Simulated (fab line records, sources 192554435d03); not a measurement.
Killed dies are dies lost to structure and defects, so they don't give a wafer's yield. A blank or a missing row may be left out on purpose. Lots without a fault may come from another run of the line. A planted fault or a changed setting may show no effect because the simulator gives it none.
Chamber matching | flow n5_finfet | N5_BEOL_M8_STRIP_67 on rie_diel-06: 4 sister chambers
The step strips in CF4. 4 wafers are shown with their chamber, then 11 later ones without.

WAFERS WITH THEIR CHAMBER
wafer  | chamber | showerhead_plenum_p_Torr (Torr)
L084.2 | 3       | 1.72
L085.5 | 1       | 1.78
L087.1 | 0       | 1.76
L089.1 | 2       | 1.75

WAFERS WITHOUT THEIR CHAMBER
wafer  | showerhead_plenum_p_Torr (Torr)
L089.2 | 1.76
L089.5 | 1.78
L090.3 | 1.71
L090.5 | 1.78
L090.6 | 1.76
L091.2 | 1.75
L091.4 | 1.78
L091.5 | 1.75
L096.3 | 1.71
L096.4 | 1.71
L096.5 | 1.75

WHICH CHAMBER EACH WENT THROUGH
wafer  | from the rows above     | in truth
L089.2 | can't be placed: 0 or 2 | 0
L089.5 | 1                       | 1
L090.3 | 3                       | 3
L090.5 | 1                       | 1
L090.6 | can't be placed: 0 or 2 | 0
L091.2 | can't be placed: 2 or 0 | 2
L091.4 | 1                       | 1
L091.5 | can't be placed: 2 or 0 | 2
L096.3 | 3                       | 3
L096.4 | 3                       | 3
L096.5 | can't be placed: 2 or 0 | 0
Placed correctly: 6 of 11. Can't be placed from these rows: 5 (the true chamber is among the candidates in 5). Placed wrongly: 0.
How it was worked out, from the rows above alone: a wafer's distance from a chamber is the root of the sum, over the readings, of the square of ((its reading less the chamber's mean) divided by the reading's scatter). The wafer belongs to the nearest chamber; if the next one is less than 2 further off, it can't be placed. A chamber's mean is the mean of its shown wafers. The scatter: with one shown wafer a chamber, the root of the mean of the squares of how far each hidden wafer lies from its nearest shown one.
